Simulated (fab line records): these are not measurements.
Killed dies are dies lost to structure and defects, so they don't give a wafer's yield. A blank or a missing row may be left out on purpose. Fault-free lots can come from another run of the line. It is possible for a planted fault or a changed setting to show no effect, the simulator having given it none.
Matching of chambers :: flow n5_finfet :: rie_diel-04 running N5_SD_EPI_P_ETCH_16: 4 sister chambers
The step etches SiO2 in CHF3/O2, target depth 5 nm. 14 wafers are shown with their chamber, then 7 later ones without.

WAFERS PAIRED WITH THEIR CHAMBERS
wafer: L083.1
chamber: 3
drypump_motor_current_A (A): 5.3
showerhead_plenum_p_Torr (Torr): 2.40
throttle_valve_pct (%): 18.75

wafer: L083.2
chamber: 1
drypump_motor_current_A (A): 5.2
showerhead_plenum_p_Torr (Torr): 2.47
throttle_valve_pct (%): 18.88

wafer: L083.3
chamber: 2
drypump_motor_current_A (A): 6.2
showerhead_plenum_p_Torr (Torr): 2.42
throttle_valve_pct (%): 19.19

wafer: L084.2
chamber: 3
drypump_motor_current_A (A): 5.3
showerhead_plenum_p_Torr (Torr): 2.39
throttle_valve_pct (%): 18.75

wafer: L084.5
chamber: 1
drypump_motor_current_A (A): 5.2
showerhead_plenum_p_Torr (Torr): 2.47
throttle_valve_pct (%): 18.86

wafer: L084.6
chamber: 2
drypump_motor_current_A (A): 6.2
showerhead_plenum_p_Torr (Torr): 2.42
throttle_valve_pct (%): 19.20

wafer: L085.1
chamber: 2
drypump_motor_current_A (A): 6.2
showerhead_plenum_p_Torr (Torr): 2.42
throttle_valve_pct (%): 19.18

wafer: L085.4
chamber: 0
drypump_motor_current_A (A): 5.2
showerhead_plenum_p_Torr (Torr): 2.32
throttle_valve_pct (%): 19.05

wafer: L085.5
chamber: 3
drypump_motor_current_A (A): 5.3
showerhead_plenum_p_Torr (Torr): 2.39
throttle_valve_pct (%): 18.75

wafer: L086.2
chamber: 2
drypump_motor_current_A (A): 6.2
showerhead_plenum_p_Torr (Torr): 2.42
throttle_valve_pct (%): 19.18

wafer: L086.4
chamber: 0
drypump_motor_current_A (A): 5.2
showerhead_plenum_p_Torr (Torr): 2.32
throttle_valve_pct (%): 19.06

wafer: L086.6
chamber: 1
drypump_motor_current_A (A): 5.2
showerhead_plenum_p_Torr (Torr): 2.47
throttle_valve_pct (%): 18.87

wafer: L090.2
chamber: 1
drypump_motor_current_A (A): 5.2
showerhead_plenum_p_Torr (Torr): 2.46
throttle_valve_pct (%): 18.89

wafer: L090.3
chamber: 3
drypump_motor_current_A (A): 5.2
showerhead_plenum_p_Torr (Torr): 2.39
throttle_valve_pct (%): 18.77

SIGNATURES (averages over the wafers above)
reading: drypump_motor_current_A
chamber 0: 5.200
chamber 1: 5.200
chamber 2: 6.200
chamber 3: 5.275
scatter within a chamber: 0.0274

reading: showerhead_plenum_p_Torr
chamber 0: 2.3200
chamber 1: 2.4675
chamber 2: 2.4200
chamber 3: 2.3925
scatter within a chamber: 0.00387

reading: throttle_valve_pct
chamber 0: 19.0550
chamber 1: 18.8750
chamber 2: 19.1875
chamber 3: 18.7550
scatter within a chamber: 0.0106
Rule: for a wafer and a chamber, the distance is found by dividing, reading by reading, the gap between the wafer's reading and the chamber's mean by the reading's scatter, squaring, summing and taking the root. The wafer belongs to the nearest chamber; if the next one is less than 2 further off, it can't be placed. How the scatter is found: for the shown wafers, subtract from each reading the mean of its chamber, square and add these, divide the total by (wafers less chambers), then take the root.

WAFERS MISSING THEIR CHAMBER
wafer: L090.4
drypump_motor_current_A (A): 6.2
showerhead_plenum_p_Torr (Torr): 2.42
throttle_valve_pct (%): 19.20

wafer: L091.3
drypump_motor_current_A (A): 6.2
showerhead_plenum_p_Torr (Torr): 2.42
throttle_valve_pct (%): 19.20

wafer: L091.4
drypump_motor_current_A (A): 6.2
showerhead_plenum_p_Torr (Torr): 2.42
throttle_valve_pct (%): 19.20

wafer: L091.6
drypump_motor_current_A (A): 5.2
showerhead_plenum_p_Torr (Torr): 2.46
throttle_valve_pct (%): 18.91

wafer: L095.1
drypump_motor_current_A (A): 6.2
showerhead_plenum_p_Torr (Torr): 2.42
throttle_valve_pct (%): 19.21

wafer: L095.4
drypump_motor_current_A (A): 5.2
showerhead_plenum_p_Torr (Torr): 2.31
throttle_valve_pct (%): 19.09

wafer: L095.5
drypump_motor_current_A (A): 6.2
showerhead_plenum_p_Torr (Torr): 2.42
throttle_valve_pct (%): 19.21

CHAMBER TAKEN BY EACH
wafer: L090.4
from the rows above: 2
in truth: 2

wafer: L091.3
from the rows above: 2
in truth: 2

wafer: L091.4
from the rows above: 2
in truth: 2

wafer: L091.6
from the rows above: 1
in truth: 1

wafer: L095.1
from the rows above: 2
in truth: 2

wafer: L095.4
from the rows above: 0
in truth: 0

wafer: L095.5
from the rows above: 2
in truth: 2
Correctly placed: 7 of 7. From these rows, 0 cannot be placed. Number placed wrongly: 0.
